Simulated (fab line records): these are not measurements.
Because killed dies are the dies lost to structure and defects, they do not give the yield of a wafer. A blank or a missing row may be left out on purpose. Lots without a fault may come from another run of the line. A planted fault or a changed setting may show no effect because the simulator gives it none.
Matching of chambers / flow nand_harc / 4 sister chambers for NHARC_P_M1_DESCUM_14 on rie_diel-07
The step chemistry O2, time 3 s. 30 wafers are shown with their chamber, then 12 later ones without.

== EACH WAFER AND ITS CHAMBER ==
wafer=L077.2; chamber=3; drypump_motor_current_A (A)=6.14; oes_product_au (a.u.)=0.998; rf_vpp_V (V)=58.6
wafer=L077.3; chamber=1; drypump_motor_current_A (A)=5.93; oes_product_au (a.u.)=1.011; rf_vpp_V (V)=57.8
wafer=L077.4; chamber=2; drypump_motor_current_A (A)=6.26; oes_product_au (a.u.)=0.973; rf_vpp_V (V)=56.9
wafer=L077.1; chamber=0; drypump_motor_current_A (A)=5.31; oes_product_au (a.u.)=1.003; rf_vpp_V (V)=56.2
wafer=L077.5; chamber=2; drypump_motor_current_A (A)=6.24; oes_product_au (a.u.)=0.992; rf_vpp_V (V)=58.8
wafer=L077.6; chamber=3; drypump_motor_current_A (A)=6.13; oes_product_au (a.u.)=1.004; rf_vpp_V (V)=57.5
wafer=L079.1; chamber=3; drypump_motor_current_A (A)=6.12; oes_product_au (a.u.)=0.990; rf_vpp_V (V)=58.6
wafer=L079.2; chamber=2; drypump_motor_current_A (A)=6.29; oes_product_au (a.u.)=0.984; rf_vpp_V (V)=57.5
wafer=L079.4; chamber=0; drypump_motor_current_A (A)=5.31; oes_product_au (a.u.)=1.001; rf_vpp_V (V)=56.9
wafer=L079.3; chamber=1; drypump_motor_current_A (A)=5.92; oes_product_au (a.u.)=1.003; rf_vpp_V (V)=58.1
wafer=L079.5; chamber=2; drypump_motor_current_A (A)=6.22; oes_product_au (a.u.)=0.988; rf_vpp_V (V)=59.6
wafer=L079.6; chamber=3; drypump_motor_current_A (A)=6.14; oes_product_au (a.u.)=0.999; rf_vpp_V (V)=57.2
wafer=L080.1; chamber=1; drypump_motor_current_A (A)=5.91; oes_product_au (a.u.)=1.003; rf_vpp_V (V)=56.0
wafer=L080.2; chamber=0; drypump_motor_current_A (A)=5.31; oes_product_au (a.u.)=1.004; rf_vpp_V (V)=56.4
wafer=L080.3; chamber=3; drypump_motor_current_A (A)=6.12; oes_product_au (a.u.)=1.008; rf_vpp_V (V)=59.1
wafer=L081.3; chamber=2; drypump_motor_current_A (A)=6.28; oes_product_au (a.u.)=1.002; rf_vpp_V (V)=57.2
wafer=L081.4; chamber=0; drypump_motor_current_A (A)=5.34; oes_product_au (a.u.)=1.013; rf_vpp_V (V)=56.8
wafer=L081.5; chamber=0; drypump_motor_current_A (A)=5.32; oes_product_au (a.u.)=1.009; rf_vpp_V (V)=56.4
wafer=L084.1; chamber=0; drypump_motor_current_A (A)=5.34; oes_product_au (a.u.)=0.998; rf_vpp_V (V)=57.9
wafer=L084.2; chamber=3; drypump_motor_current_A (A)=6.14; oes_product_au (a.u.)=0.993; rf_vpp_V (V)=57.4
wafer=L084.4; chamber=1; drypump_motor_current_A (A)=5.91; oes_product_au (a.u.)=1.001; rf_vpp_V (V)=57.8
wafer=L085.1; chamber=0; drypump_motor_current_A (A)=5.32; oes_product_au (a.u.)=1.009; rf_vpp_V (V)=56.5
wafer=L085.4; chamber=1; drypump_motor_current_A (A)=5.93; oes_product_au (a.u.)=1.006; rf_vpp_V (V)=57.2
wafer=L085.6; chamber=1; drypump_motor_current_A (A)=5.95; oes_product_au (a.u.)=1.011; rf_vpp_V (V)=57.0
wafer=L087.1; chamber=3; drypump_motor_current_A (A)=6.14; oes_product_au (a.u.)=1.001; rf_vpp_V (V)=55.2
wafer=L087.3; chamber=1; drypump_motor_current_A (A)=5.88; oes_product_au (a.u.)=1.001; rf_vpp_V (V)=57.4
wafer=L087.5; chamber=2; drypump_motor_current_A (A)=6.26; oes_product_au (a.u.)=1.001; rf_vpp_V (V)=56.5
wafer=L092.2; chamber=1; drypump_motor_current_A (A)=5.91; oes_product_au (a.u.)=0.998; rf_vpp_V (V)=58.6
wafer=L092.5; chamber=3; drypump_motor_current_A (A)=6.13; oes_product_au (a.u.)=0.996; rf_vpp_V (V)=58.3
wafer=L092.6; chamber=2; drypump_motor_current_A (A)=6.28; oes_product_au (a.u.)=1.015; rf_vpp_V (V)=59.5

SIGNATURES (averages over the wafers above)
reading=drypump_motor_current_A; chamber 0=5.3214; chamber 1=5.9175; chamber 2=6.2614; chamber 3=6.1325; scatter within a chamber=0.0178
reading=oes_product_au; chamber 0=1.00529; chamber 1=1.00425; chamber 2=0.99357; chamber 3=0.99862; scatter within a chamber=0.00807
reading=rf_vpp_V; chamber 0=56.729; chamber 1=57.487; chamber 2=58.000; chamber 3=57.737; scatter within a chamber=1.01
Rule: distance of a wafer from a chamber = root of the sum over the readings of ((wafer's reading minus chamber's mean) / reading's scatter) squared. The wafer belongs to the nearest chamber; if the next one is less than 2 further off, it can't be placed. The scatter is the square root of a quotient: the sum, over the shown wafers, of each reading's squared deviation from its chamber's mean, divided by wafers minus chambers.

== WAFERS WITHOUT THEIR CHAMBER ==
wafer=L093.4; drypump_motor_current_A (A)=6.13; oes_product_au (a.u.)=1.002; rf_vpp_V (V)=56.7
wafer=L093.5; drypump_motor_current_A (A)=6.13; oes_product_au (a.u.)=1.008; rf_vpp_V (V)=59.9
wafer=L093.6; drypump_motor_current_A (A)=5.32; oes_product_au (a.u.)=1.012; rf_vpp_V (V)=57.6
wafer=L095.1; drypump_motor_current_A (A)=5.91; oes_product_au (a.u.)=0.997; rf_vpp_V (V)=57.7
wafer=L095.2; drypump_motor_current_A (A)=6.15; oes_product_au (a.u.)=1.005; rf_vpp_V (V)=59.1
wafer=L095.5; drypump_motor_current_A (A)=6.22; oes_product_au (a.u.)=1.001; rf_vpp_V (V)=58.4
wafer=L097.1; drypump_motor_current_A (A)=6.33; oes_product_au (a.u.)=1.013; rf_vpp_V (V)=59.3
wafer=L097.2; drypump_motor_current_A (A)=5.90; oes_product_au (a.u.)=1.010; rf_vpp_V (V)=57.0
wafer=L097.3; drypump_motor_current_A (A)=5.31; oes_product_au (a.u.)=1.010; rf_vpp_V (V)=58.0
wafer=L097.4; drypump_motor_current_A (A)=6.15; oes_product_au (a.u.)=1.014; rf_vpp_V (V)=59.7
wafer=L097.5; drypump_motor_current_A (A)=5.32; oes_product_au (a.u.)=1.014; rf_vpp_V (V)=57.8
wafer=L097.6; drypump_motor_current_A (A)=5.90; oes_product_au (a.u.)=1.015; rf_vpp_V (V)=58.6

== WHICH CHAMBER EACH ONE RAN IN ==
wafer=L093.4; from the rows above=3; in truth=3
wafer=L093.5; from the rows above=3; in truth=3
wafer=L093.6; from the rows above=0; in truth=0
wafer=L095.1; from the rows above=1; in truth=1
wafer=L095.2; from the rows above=3; in truth=3
wafer=L095.5; from the rows above=2; in truth=2
wafer=L097.1; from the rows above=2; in truth=2
wafer=L097.2; from the rows above=1; in truth=1
wafer=L097.3; from the rows above=0; in truth=0
wafer=L097.4; from the rows above=3; in truth=3
wafer=L097.5; from the rows above=0; in truth=0
wafer=L097.6; from the rows above=1; in truth=1
Placed correctly: 12 of 12. Not placeable from these rows: 0. Wrongly placed: 0.
